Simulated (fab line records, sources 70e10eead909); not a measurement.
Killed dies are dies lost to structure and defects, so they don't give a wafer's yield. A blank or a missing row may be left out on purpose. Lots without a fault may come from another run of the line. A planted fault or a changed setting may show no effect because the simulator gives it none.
Which tool did it? | flow nand_harc | 12 lots, 36 wafers sampled, at 1 step of a route of 1302

WHAT THE GAUGES READ, wafer by wafer
NHARC_A_WL_FILL_INSPECT_15.
lot  | measured     | on                | raw_defect_count
L076 | day 21 14:28 | defect_inspect-02 | 552 469 441
L077 | day 22 04:42 | defect_inspect-01 | 299 311 421
L079 | day 23 07:13 | defect_inspect-02 | 666 560 532
L081 | day 24 09:26 | defect_inspect-02 | 613 491 512
L082 | day 25 01:19 | defect_inspect-01 | 294 344 314
L086 | day 25 19:05 | defect_inspect-02 | 282 319 324
L085 | day 26 03:53 | defect_inspect-02 | 450 492 270
L089 | day 27 06:46 | defect_inspect-01 | 609 417 445
L091 | day 28 12:21 | defect_inspect-02 | 532 705 526
L093 | day 28 18:56 | defect_inspect-01 | 431 537 508
L096 | day 29 20:59 | defect_inspect-01 | 403 476 363
L097 | day 30 15:54 | defect_inspect-02 | 419 446 412

WHICH TOOL RAN EACH LOT (tool, then ch and the chambers of the sampled wafers, then the start)
The record holds no process step before these readings.

THE ANSWER, worked out from the rows above alone
Rule: what is usual is taken from the lots themselves. Put in order of their means at a reading, lots are off if they are a third of the lots or fewer, leave a main group of 4 or more, and stand apart from it by a gap of 3 or more times the standard deviation of the main group's means; of several such gaps the widest counts. A main group whose means are all the same, to the digits that the tables above print for the reading, isn't used. A lot without any number at a reading at which 4 lots or more have one is off too. The other lots that the step has rows for count as sound.
No lot is off at any reading shown: from this, nothing can be told.

WHAT THE SIMULATOR HAD PUT IN
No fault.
